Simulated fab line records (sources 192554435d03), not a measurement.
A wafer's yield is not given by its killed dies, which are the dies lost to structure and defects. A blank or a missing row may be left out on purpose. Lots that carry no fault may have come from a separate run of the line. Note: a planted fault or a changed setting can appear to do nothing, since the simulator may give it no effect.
A lot that was struck, set against a sound lot || flow n5 finfet || 14 out of 1938 route steps
Sound: wafers L208.2, L208.3, L208.4. The struck wafers were L195.1, L195.3, L195.5. The cause is given at the end.
Per side, at each step with rows, come the tool, then ch with its chambers, and then its first start. Under that, the readings that differ: sound wafers || struck wafers || difference of the means || sigmas: that difference in standard deviations of wafers without a fault.
alike: a reading whose means differ by less than 2 such deviations, as well as words and numbers matching on both sides. not compared: withheld readings; readings where some wafer has no value; bounds like >300 that might hide an equal value; numbers whose values overlap and for which the record gives no deviation.
A row with sigmas, a row that says differs or no value, or rows on one side alone: a step with any of these is where the two part. Numbers that don't overlap but have no deviation are shown without sigmas and don't part them. Lack of a reading on every wafer of one side parts them only where that side has two or more wafers.

N5_MIM_TOP_LITHO_CD_MEAS_08: target cd 2000 nm.
  sound on cd sem-01 ch 0, day 17 22:31; struck on cd sem-01 ch 0, day 14 10:53
  alike: cd nm
N5_MIM_TOP_LITHO_OVL_MEAS_11:
  sound on overlay-02 ch 0, day 17 22:32; struck on overlay-01 ch 0, day 14 10:55
  alike: MIM_TOP_OVL
N5_MIM_TOP_LITHO_INSPECT_12: inspects for defects (macro).
  sound on defect inspect-02, day 17 22:34; struck on defect inspect-01, day 14 10:56
  alike: raw defect count
N5_MIM_TOP_LITHO_DESCUM_10: chemistry O2, time 7.9 s.
  sound on rie diel-04 ch 0,1,3, day 17 22:40; struck on rie diel-05 ch 1,2,3, day 14 11:07
  alike: drypump motor current A, oes product au, rf fwd power W, rf vpp V, showerhead plenum p Torr, temp c, throttle valve pct
  not compared: rf hours counter h
N5_MIM_TOP_ETCH_ETCH_00: etches TiN in Cl2/BCl3, target depth 38.5 nm.
  sound on rie metal-03 ch 1, day 17 22:48; struck on rie metal-01 ch 0, day 14 11:12
{"reading": "drypump motor current A (A)", "sound": "5.1 5.1 5.1", "struck": "6.2 6.1 6.1", "difference": "+1.0", "sigmas": "+2"}
{"reading": "oes product au (a.u.)", "sound": "0.99 1.00 0.99", "struck": "0.65 0.66 0.66", "difference": -0.34, "sigmas": -3}
  alike: mfc cl2 sccm, rf fwd power W, throttle valve pct
  not compared: rf hours counter h
N5_MIM_TOP_ETCH_STRIP_01: strips in O2.
  sound on rie diel-01 ch 0,2, day 17 23:04; struck on rie diel-03 ch 0,2, day 14 11:25
  alike: drypump motor current A, oes product au, rf vpp V, showerhead plenum p Torr, temp c, throttle valve pct
  not compared: rf hours counter h
N5_MIM_TOP_ETCH_PECVD_03: deposits SiNx from SiH4/NH3/N2, target thk 20 nm, time 17.6 s.
  sound on pecvd-03 ch 1,2, day 17 23:08; struck on pecvd-02 ch 0,1, day 14 11:28
{"reading": "throttle valve pct (%)", "sound": "40.2 39.2 38.8", "struck": "43.2 41.8 43.2", "difference": "+3.3", "sigmas": "+2"}
  alike: heater power w, rf fwd power W, showerhead plenum p Torr
then, 5 steps without rows for these wafers: N5_MIM_BOT_LITHO_HMDS_01 (time 60 s); N5_MIM_BOT_LITHO_COAT_02; N5_MIM_BOT_LITHO_EBR_04; N5_MIM_BOT_LITHO_SOFTBAKE_03 (time 90 s); N5_MIM_BOT_LITHO_EXPOSE_05 (exposes mask MIM BOT).
N5_MIM_BOT_LITHO_PEB_06:
  struck on litho track-01, day 14 11:43; sound on litho track-05 ch 0, day 17 23:22
{"reading": "exhaust pa (Pa)", "sound": "45.6 45.3 46.0", "struck": "- - -", "difference": "no value on the struck wafers", "sigmas": ""}
  not compared: chill plate temp C
then, 1 step without rows for these wafers: N5_MIM_BOT_LITHO_DEVELOP_07 (develop time 60 s).

== WHERE THEY PART ==
First at N5_MIM_TOP_ETCH_ETCH_00; last, within this record, at N5_MIM_BOT_LITHO_PEB_06.

WHY: whatever the simulator had introduced
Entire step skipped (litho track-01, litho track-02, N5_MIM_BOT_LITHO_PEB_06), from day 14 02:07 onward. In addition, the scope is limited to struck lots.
